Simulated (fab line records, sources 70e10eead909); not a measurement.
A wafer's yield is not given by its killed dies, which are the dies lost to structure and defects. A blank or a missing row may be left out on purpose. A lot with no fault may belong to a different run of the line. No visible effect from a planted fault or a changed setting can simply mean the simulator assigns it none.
Problem report in the 8D (eight disciplines) form, filled by code -- flow nand-harc -- the parts of the form that need people (team, actions taken, sign-off) are left out

== 1. THE PROBLEM ==
killed-at-periphery at NHARC_END_SORT_01 reads a mean of 402.5 on 2 wafers of 2 lots; wafers without a fault read 3.0 with a standard deviation of 2.3. So: +99 or more standard deviations from the usual mean.
Earliest sighting: wafer L329.6 on prober-02 at day 26 19:18. Wafers with a number at this step in the record: 5, from 2 lots. Rule for "out", or "out of limits": more than 4 standard deviations from the usual mean. The rest of the wafers with a number are treated as sound.

== 2. WHAT IT IS AND WHAT IT IS NOT ==
question,is,is not
which readings at this step,"killed-at-periphery, killed-dies","killed-open, killed-short"
which lots,"L327, L329",-
which wafers of those lots,"L327.6, L329.6","L327.1, L329.1, L329.2"
read on which gauges,prober-02,-
when,from day 26 19:18,up to then (2 sound wafers); but 1 sound wafer of L327 came after

== 3. WHAT RULES OUT EACH SUSPECT ==
Counting: any tool at a process step up to the reading remains a suspect provided it ran every lot that is out. Sound lots after the first of them don't rule it out here, since some wafers of a struck lot are sound.
- the gauge at NHARC_END_SORT_01: ruled out. All the wafers that are out were read on prober-02, but those of them that NHARC_P_CONTACT_ETCH_31 has rows for are out there too, on other tools.
- pecvd-01 at NHARC_P_CONTACT_DEP_30 (deposits SiNx, target thk 30 nm): kept. It ran every lot that is out, first L327 (day 9 01:53).
- cmp-04 at NHARC_P_CONTACT_CMP_01 (polishes SiO2, target thk 200 nm): kept. It ran every lot that is out, first L327 (day 9 02:37).
- rie-diel-12 at NHARC_P_CONTACT_ETCH_31 (etches the open film in CH3F/O2, target depth 30 nm, time 85.7 s): kept. It ran every lot that is out, first L327 (day 9 04:19). Its own oes-product-au readings are out on those wafers.
- Within cmp-04 at NHARC_P_CONTACT_CMP_01: the wafers that are out ran in chambers 2, 3; their sound lot-mates ran in chambers 0, 1.
The count leaves pecvd-01 at NHARC_P_CONTACT_DEP_30, cmp-04 at NHARC_P_CONTACT_CMP_01, and rie-diel-12 at NHARC_P_CONTACT_ETCH_31.

== 4. THE CAUSE (what the simulator had put in) ==
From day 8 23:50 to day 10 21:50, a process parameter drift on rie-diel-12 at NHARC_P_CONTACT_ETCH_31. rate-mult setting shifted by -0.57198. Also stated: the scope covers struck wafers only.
After counting, 3 suspects remain, this tool included.

== 5. THE EFFECT CHAIN, in route order ==
Each row: a reading where the mean over the struck wafers with a number is more than 3 standard deviations away from the usual. Only readings for which the record gives a usual standard deviation are gone through. hours: the time from each lot's start at the first step in this table that gives one to its start at this step, as a median over the lots. sigmas: the change in usual standard deviations.
hours,step,reading,usual,on struck wafers,change,sigmas
0,NHARC_P_CONTACT_ETCH_31,oes-product-au,0.982 a.u.,0.634,-0.348,-35
426,NHARC_END_SORT_01,killed-at-periphery,3.0,402.5,+399.5,+99 or more
426,NHARC_END_SORT_01,killed-dies,33,444,+410,+34
Process steps it contains:
- NHARC_P_CONTACT_ETCH_31: etches the open film in CH3F/O2, target depth 30 nm, time 85.7 s.

== 6. HOW IT WOULD HAVE BEEN CAUGHT EARLIER ==
427 hours passed between the start of the fault at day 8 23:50 and the first reading out of limits at a measuring or inspecting step in this record, taken at day 26 19:18.
At NHARC_P_CONTACT_ETCH_31, the tool's own readings (oes-product-au) were out on each struck wafer the step has a row for, so an alarm limit on them would have fired on the first such wafer.
Lots out: 2; all had begun NHARC_P_CONTACT_ETCH_31 on rie-diel-12 by day 26 19:18. Had the tool been put on hold then, not one of them would have been saved.
